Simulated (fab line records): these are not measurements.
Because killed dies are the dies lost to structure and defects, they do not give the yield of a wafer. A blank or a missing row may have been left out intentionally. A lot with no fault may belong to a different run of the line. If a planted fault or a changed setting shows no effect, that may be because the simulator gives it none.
Chamber matching || flow n5-finfet || 4 sister chambers for N5_SDB_ETCH_18 on rie-diel-05
The step etches SOC in N2/H2, target depth 100 nm, overetch 20 nm, time 150 s. 4 wafers are shown with their chamber, then 10 later ones without.

WAFERS WITH THEIR CHAMBER
{"wafer": "L078.1", "chamber": 1, "drypump-motor-current-A (A)": 5.82}
{"wafer": "L084.4", "chamber": 3, "drypump-motor-current-A (A)": 5.92}
{"wafer": "L085.2", "chamber": 0, "drypump-motor-current-A (A)": 5.57}
{"wafer": "L085.3", "chamber": 2, "drypump-motor-current-A (A)": 6.17}

WAFERS WHOSE CHAMBER IS MISSING
{"wafer": "L085.6", "drypump-motor-current-A (A)": 5.57}
{"wafer": "L086.2", "drypump-motor-current-A (A)": 5.57}
{"wafer": "L086.3", "drypump-motor-current-A (A)": 6.13}
{"wafer": "L086.4", "drypump-motor-current-A (A)": 6.13}
{"wafer": "L087.1", "drypump-motor-current-A (A)": 5.83}
{"wafer": "L087.2", "drypump-motor-current-A (A)": 5.60}
{"wafer": "L087.6", "drypump-motor-current-A (A)": 5.82}
{"wafer": "L088.2", "drypump-motor-current-A (A)": 5.81}
{"wafer": "L088.5", "drypump-motor-current-A (A)": 5.83}
{"wafer": "L088.6", "drypump-motor-current-A (A)": 6.14}

THE CHAMBER EACH PASSED THROUGH
{"wafer": "L085.6", "from the rows above": 0, "in truth": 0}
{"wafer": "L086.2", "from the rows above": 0, "in truth": 0}
{"wafer": "L086.3", "from the rows above": 2, "in truth": 2}
{"wafer": "L086.4", "from the rows above": 2, "in truth": 2}
{"wafer": "L087.1", "from the rows above": 1, "in truth": 1}
{"wafer": "L087.2", "from the rows above": 0, "in truth": 0}
{"wafer": "L087.6", "from the rows above": 1, "in truth": 1}
{"wafer": "L088.2", "from the rows above": 1, "in truth": 1}
{"wafer": "L088.5", "from the rows above": 1, "in truth": 1}
{"wafer": "L088.6", "from the rows above": 2, "in truth": 2}
Correctly placed: 10 of 10. From these rows, 0 cannot be placed. Number placed wrongly: 0.
How it was worked out, from the rows above alone: a wafer's distance from a chamber is the root of the sum, over the readings, of the square of ((its reading less the chamber's mean) divided by the reading's scatter). The wafer belongs to the nearest chamber; if the next one is less than 2 further off, it can't be placed. Each chamber's mean is taken over the wafers shown for it. The scatter (one wafer shown for each chamber): square how far every hidden wafer sits from the nearest shown wafer, average those squares and take the square root.
